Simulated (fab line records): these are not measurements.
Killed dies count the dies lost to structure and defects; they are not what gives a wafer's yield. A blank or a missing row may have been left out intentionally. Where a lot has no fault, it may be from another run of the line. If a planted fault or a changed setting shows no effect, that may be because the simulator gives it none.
One fault seen from 2 desks / flow n5_finfet / each desk has only its own numbers; what lay behind them comes last

== TOOL OWNER'S DESK, pecvd-04 ==
The tool's own readings at N5_BEOL_M7_ILD_DEP_00 (deposits SiCOH lowk from DEMS/porogen, target thk 179.75 nm, time 33.4 s): means of the sampled wafers that have a number, for each lot that ran on this tool. Marked OUT: a lot whose mean sits more than 4 standard deviations from the usual mean, which makes it out of limits; the brackets give that distance.
Columns: A = heater_power_w at N5_BEOL_M7_ILD_DEP_00, usual 320 W; B = showerhead_plenum_p_Torr at N5_BEOL_M7_ILD_DEP_00, usual 5.744 Torr; C = showerhead_vpp_V at N5_BEOL_M7_ILD_DEP_00, usual 1400 V; D = throttle_valve_pct at N5_BEOL_M7_ILD_DEP_00, usual 13.7 %
lot=L260; first seen here=day 11 08:22; A=353; B=5.749; C=1377; D=12.4
lot=L261; first seen here=day 12 03:17; A=354; B=5.757; C=1368; D=12.9
lot=L263; first seen here=day 12 05:11; A=336; B=5.754; C=1390; D=12.8
Result from this desk: across the 3 lots, nothing is out of limits.

== AT THE METROLOGY DESK ==
Means of the sampled wafers that have a number, per lot and without regard to the tool the lot ran on: this is what the gauges read. Marked OUT: a lot whose mean sits more than 4 standard deviations from the usual mean, which makes it out of limits; the brackets give that distance.
Columns: A = M7_ILD_THK at N5_BEOL_M7_THK_MEAS_01, usual 155.4 nm
lot=L260; first seen here=day 11 08:56; A=157.0
lot=L261; first seen here=day 12 04:21; A=150.9
lot=L263; first seen here=day 12 05:54; A=144.8 (-4.3) OUT
lot=L271; first seen here=day 14 16:33; A=153.4
This desk finds L263 out of limits, with the earliest case on L263 at day 12 05:54 (M7_ILD_THK at N5_BEOL_M7_THK_MEAS_01). Within limits: L260, L261, L271.

== ALL TOGETHER ==
On L263, the metrology desk was in a position to raise an alarm at day 12 05:54.
Nothing out of limits was seen by the tool owner's desk.
The tool owner's desk has L263 on record, within its limits.
On pecvd-04, each named lot ran N5_BEOL_M7_ILD_DEP_00.

== WHAT THE SIMULATOR HAD PUT IN ==
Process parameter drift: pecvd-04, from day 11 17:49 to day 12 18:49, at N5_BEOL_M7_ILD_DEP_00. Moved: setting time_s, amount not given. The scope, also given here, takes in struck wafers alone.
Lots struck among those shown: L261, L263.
Per desk, hours elapsed from the start of the fault to the first reading out of limits: for the metrology desk, 12.
